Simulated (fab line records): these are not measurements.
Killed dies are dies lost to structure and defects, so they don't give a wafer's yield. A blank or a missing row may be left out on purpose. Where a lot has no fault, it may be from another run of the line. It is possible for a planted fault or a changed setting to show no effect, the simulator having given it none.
Chamber matching    flow nand-harc    NHARC_P_M1_DEP_33 on pecvd-03 has 3 sister chambers
The step deposits SiCN, target thk 30 nm. 3 wafers are shown with their chamber, then 7 later ones without.

## WAFERS, EACH WITH ITS CHAMBER
wafer   chamber  heater-power-w (W)
L085.6  2        748
L086.1  1        552
L086.2  0        426

## WAFERS WHOSE CHAMBER IS MISSING
wafer   heater-power-w (W)
L086.4  439
L088.3  435
L088.4  454
L088.5  634
L089.1  509
L089.3  544
L089.5  690

## WHICH CHAMBER EACH ONE RAN IN
wafer   from the rows above      in truth
L086.4  0                        0
L088.3  0                        0
L088.4  can't be placed: 0 or 1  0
L088.5  can't be placed: 1 or 2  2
L089.1  can't be placed: 1 or 0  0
L089.3  1                        1
L089.5  can't be placed: 2 or 1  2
Correct placement for 3 of the 7. Not placeable from these rows: 4 (in 4, the candidates include the true chamber). Number placed wrongly: 0.
How it was worked out, from the rows above alone: a wafer's distance from a chamber is the root of the sum, over the readings, of the square of ((its reading less the chamber's mean) divided by the reading's scatter). The wafer belongs to the nearest chamber; if the next one is less than 2 further off, it can't be placed. For every chamber, the mean is computed from those of its wafers that are shown. The scatter (one wafer shown for each chamber): square how far every hidden wafer sits from the nearest shown wafer, average those squares and take the square root.
